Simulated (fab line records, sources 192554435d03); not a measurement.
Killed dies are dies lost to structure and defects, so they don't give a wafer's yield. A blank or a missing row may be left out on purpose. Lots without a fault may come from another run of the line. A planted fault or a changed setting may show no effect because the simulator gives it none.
Split-lot experiment | flow n5_finfet | 7 lots, 39 wafers read, on a route of 1938 steps

THE SPLIT
At N5_BEOL_M14_ILD_DEP_00 (deposits SiO2 from TEOS/O2, target thk 1119.3 nm, time 237.4 s), the setting target_thk_a was moved away from the recipe's 11193 angstrom on 12 of the 39 wafers read, by -55.7% to +38.1%. The other wafers ran this setting at the recipe's value.

The file shows no step between the split and the reading.

THE READING
M14_ILD_THK, in nm, at N5_BEOL_M14_THK_MEAS_01. Fault-free wafers of this fab line usually give 1128 nm, standard deviation 17 nm.

wafer  | tool, chamber at the split | target_thk_a as run, angstrom | against the recipe | M14_ILD_THK, nm | against lot-mates on the recipe
L081.1 | pecvd-04, 1                | 4961                          | -55.7%             | 508             | -614
L081.2 | pecvd-04, 0                | 11193                         | recipe             | 1107            | -
L081.3 | pecvd-04, 1                | 11193                         | recipe             | 1128            | -
L081.4 | pecvd-04, 0                | 11193                         | recipe             | 1132            | -
L081.5 | pecvd-04, 0                | 4961                          | -55.7%             | 501             | -621
L081.6 | pecvd-04, 1                | 4961                          | -55.7%             | 518             | -604
L077.1 | pecvd-04, 0                | 11193                         | recipe             | 1111            | -
L077.2 | pecvd-04, 1                | 11193                         | recipe             | 1126            | -
L077.3 | pecvd-04, 0                | 11193                         | recipe             | 1139            | -
L077.4 | pecvd-04, 1                | 11193                         | recipe             | 1156            | -
L077.5 | pecvd-04, 1                | 11193                         | recipe             | 1153            | -
L077.6 | pecvd-04, 0                | 11193                         | recipe             | 1136            | -
L082.2 | pecvd-03, 1                | 11193                         | recipe             | 1121            | -
L082.3 | pecvd-03, 0                | 11193                         | recipe             | 1126            | -
L082.5 | pecvd-03, 2                | 11193                         | recipe             | 1123            | -
L088.1 | pecvd-04, 1                | 15460                         | +38.1%             | 1565            | +433
L088.2 | pecvd-04, 0                | 15460                         | +38.1%             | 1564            | +432
L088.3 | pecvd-04, 2                | 11193                         | recipe             | 1109            | -
L088.4 | pecvd-04, 2                | 11193                         | recipe             | 1134            | -
L088.5 | pecvd-04, 1                | 11193                         | recipe             | 1154            | -
L088.6 | pecvd-04, 0                | 15460                         | +38.1%             | 1588            | +456
L091.1 | pecvd-03, 2                | 12920                         | +15.4%             | 1256            | +140
L091.2 | pecvd-03, 1                | 11193                         | recipe             | 1104            | -
L091.3 | pecvd-03, 0                | 12920                         | +15.4%             | 1269            | +153
L091.4 | pecvd-03, 2                | 12920                         | +15.4%             | 1287            | +171
L091.5 | pecvd-03, 1                | 11193                         | recipe             | 1122            | -
L091.6 | pecvd-03, 0                | 11193                         | recipe             | 1121            | -
L096.1 | pecvd-04, 0                | 11193                         | recipe             | 1116            | -
L096.2 | pecvd-04, 2                | 11193                         | recipe             | 1093            | -
L096.3 | pecvd-04, 1                | 7355                          | -34.3%             | 746             | -367
L096.4 | pecvd-04, 2                | 7355                          | -34.3%             | 727             | -386
L096.5 | pecvd-04, 0                | 7355                          | -34.3%             | 757             | -356
L096.6 | pecvd-04, 1                | 11193                         | recipe             | 1130            | -
L097.1 | pecvd-03, 2                | 11193                         | recipe             | 1112            | -
L097.2 | pecvd-03, 1                | 11193                         | recipe             | 1127            | -
L097.3 | pecvd-03, 0                | 11193                         | recipe             | 1134            | -
L097.4 | pecvd-03, 0                | 11193                         | recipe             | 1151            | -
L097.5 | pecvd-03, 2                | 11193                         | recipe             | 1128            | -
L097.6 | pecvd-03, 1                | 11193                         | recipe             | 1145            | -

THE FIT
A straight line over all 39 wafers: M14_ILD_THK changes by +11.2 nm for each +1% of target_thk_a; r = +1.00; the points scatter about the line by 18 nm.
The same after taking each lot's own level away (the mean of its wafers on the recipe; 39 wafers): +11.1 nm for each +1%; r = +1.00; scatter 15 nm.
On that fit, the largest move of target_thk_a shifts the reading by 6.2e+02 nm.
The lots' own levels span 1113.0 to 1136.8 nm, that is 1.4 times the standard deviation above.
So the lot-to-lot level changes the slope little: the two slopes agree.
Check: with one of the wafers moved furthest among these (-55.7%) left out of the fit, the line predicts -615 nm for it against its lot-mates. It came out at -614 nm against them.

OTHER SPLITS ON THESE WAFERS
These wafers also went through other splits before the reading. Each is held against what the fit with the lots' levels taken away leaves over:
other split on the same wafers | wafers away from the commonest value | r with M14_ILD_THK (lot level and that fit taken away)
N5_BEOL_M11_ILD_DEP_00 time_s  | 12                                   | -0.02

THE WHOLE CHAIN: every reading that the file lists as answering this split, in the file's order
step                    | what it does                                                   | reading                                                                             | change (the file's fit)              | r (the file's)
N5_BEOL_M14_ILD_DEP_00  | deposits SiO2 from TEOS/O2, target thk 1119.3 nm, time 237.4 s | SiO2_of_BEOL_M14_ILD_DEP_00.thk_nm (the simulator's own value, which no gauge read) | +11.1 nm for each +1% of the setting | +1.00
N5_BEOL_M14_THK_MEAS_01 |                                                                | M14_ILD_THK                                                                         | +11.1 for each +1% of the setting    | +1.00
N5_BEOL_M14_VIA_ETCH_16 | etches SiO2 in C4F8/O2/Ar, target depth 1231.3 nm              | etch.depth_nm (the simulator's own value, which no gauge read)                      | +11.1 nm for each +1% of the setting | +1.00
N5_BEOL_M14_VIA_ETCH_16 | etches SiO2 in C4F8/O2/Ar, target depth 1231.3 nm              | coat_of_BEOL_M14_COAT_04.thk_nm (the simulator's own value, which no gauge read)    | -2.55 nm for each +1% of the setting | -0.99

THE FILE'S OWN FIT
M14_ILD_THK changes by +11.1 nm for each +1% of target_thk_a, r = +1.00.
